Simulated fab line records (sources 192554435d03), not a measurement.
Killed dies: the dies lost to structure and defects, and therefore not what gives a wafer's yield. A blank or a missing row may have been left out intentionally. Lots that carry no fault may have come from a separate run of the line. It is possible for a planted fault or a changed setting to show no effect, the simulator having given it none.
A struck lot beside a sound one -- flow n5-finfet -- 17 out of 1938 route steps
Sound: the wafers L507.1, L507.4, L507.6. Wafers struck: L523.1, L523.2, L523.3. The cause is named last.
For every step that has rows: the tool of each side, followed by ch and its chambers, followed by its first start. Under that, the readings that differ: sound wafers -- struck wafers -- difference of the means -- sigmas: that difference in standard deviations of wafers without a fault.
alike: same words and numbers on both sides, and readings whose means sit less than 2 such deviations apart. not compared: any withheld reading, any reading some wafer has no value for, any bound like >300 that may hide the same value, and any number with overlapping values for which the record gives no deviation.
Wherever a step has rows on one side only, a row that says differs or no value, or a row with sigmas, the two part there. Numbers that don't overlap but have no deviation are shown without sigmas and don't part them. A reading that every wafer of one side lacks parts them only if that side has two wafers or more.

first, 8 steps without rows for these wafers: N5_PASSIVATION_HMDS_03 (time 60 s); N5_PASSIVATION_COAT_04; N5_PASSIVATION_EBR_06; N5_PASSIVATION_SOFTBAKE_05 (time 90 s); N5_PASSIVATION_EXPOSE_07 (exposes mask TV, defocus 0 nm, target cd 3000 nm); N5_PASSIVATION_PEB_08; N5_PASSIVATION_DEVELOP_09 (develop time 60 s); N5_PASSIVATION_HARDBAKE_11 (time 120 s).
N5_PASSIVATION_CD_MEAS_10: target cd 3000 nm.
  sound on cd-sem-02 ch 0, day 13 09:32; struck on cd-sem-02 ch 0, day 18 05:41
  alike: cd-nm
N5_PASSIVATION_OVL_MEAS_60:
  sound on overlay-02 ch 0, day 13 09:35; struck on overlay-02 ch 0, day 18 05:43
  alike: TV_OVL
N5_PASSIVATION_INSPECT_61: inspects for defects (macro).
  struck on defect-inspect-01, day 18 05:44; sound on defect-inspect-01, day 13 09:36
  alike: raw-defect-count
N5_PASSIVATION_DESCUM_12: chemistry O2, time 7.9 s.
  sound on rie-diel-06 ch 0,2, day 13 09:41; struck on rie-diel-05 ch 1,2,3, day 18 05:56
  alike: chamber-pressure-mTorr, drypump-motor-current-A, oes-product-au, rf-fwd-power-W, rf-vpp-V, showerhead-plenum-p-Torr, throttle-valve-pct
  not compared: rf-hours-counter-h
N5_PASSIVATION_PASS_ETCH_74: etches SiNx in CF4/O2, target depth 220 nm, time 110 s.
  sound on rie-diel-06 ch 0,2, day 13 09:45; struck on rie-diel-05 ch 1,2,3, day 18 05:59
reading,sound,struck,difference,sigmas
rf-fwd-power-W (W),533.2 530.8 530.9,404.4 404.5 401.3,-128.2,-71
rf-vpp-V (V),247 249 240,278 281 287,+37,+8
model.etch.depth-nm (nm),216.5 216.9 221.6,181.7 172.5 175.2,-41.9,
model.TV_OPEN.cd-offset-nm (nm),0.2 0.2 -0.4,1.6 1.8 2.2,+1.9,
  alike: chamber-pressure-mTorr, drypump-motor-current-A, oes-product-au, showerhead-plenum-p-Torr, throttle-valve-pct
  not compared: rf-hours-counter-h, model.coat_of_PASSIVATION_COAT_04.thk-nm
N5_PASSIVATION_VIA_ETCH_13: etches SiO2 in CHF3/O2, target depth 660 nm, time 330 s.
  sound on rie-diel-06 ch 0,2, day 13 09:50; struck on rie-diel-05 ch 1,2,3, day 18 06:05
  alike: chamber-pressure-mTorr, drypump-motor-current-A, etch-rf-on-time-s, oes-product-au, rf-fwd-power-W, rf-vpp-V, showerhead-plenum-p-Torr, throttle-valve-pct
  not compared: rf-hours-counter-h, model.coat_of_PASSIVATION_COAT_04.thk-nm
N5_PASSIVATION_STRIP_14: strips in O2.
  sound on rie-diel-06 ch 0,2, day 13 10:02; struck on rie-diel-05 ch 1,2,3, day 18 06:17
  alike: chamber-pressure-mTorr, drypump-motor-current-A, oes-product-au, rf-vpp-V, showerhead-plenum-p-Torr, throttle-valve-pct
  not compared: rf-hours-counter-h
N5_PASSIVATION_ETCH_15: etches SiCN in CF4/N2, target depth 75 nm, time 81.2 s.
  sound on rie-diel-06 ch 0,2; struck on rie-diel-05 ch 1,2,3
reading,sound,struck,difference,sigmas
model.TV_OPEN.cd-offset-nm (nm),3.2 2.8 2.2,4 3.6 4,+1,
  alike: chamber-pressure-mTorr, drypump-motor-current-A, oes-product-au, rf-fwd-power-W, rf-vpp-V, showerhead-plenum-p-Torr, throttle-valve-pct
  not compared: rf-hours-counter-h
then, 1 step without rows for these wafers: N5_PASSIVATION_STRIP_73 (strips in post etch residue remover, time 60 s).

WHERE THEY PART
At N5_PASSIVATION_PASS_ETCH_74 and nowhere else, as far as this record goes. Later steps at which nothing parts them and some readings are alike: N5_PASSIVATION_VIA_ETCH_13, N5_PASSIVATION_STRIP_14, N5_PASSIVATION_ETCH_15.

WHY: what had been put in by the simulator
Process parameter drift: rie-diel-05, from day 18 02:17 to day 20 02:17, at N5_PASSIVATION_PASS_ETCH_74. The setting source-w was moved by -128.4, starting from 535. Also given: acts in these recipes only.
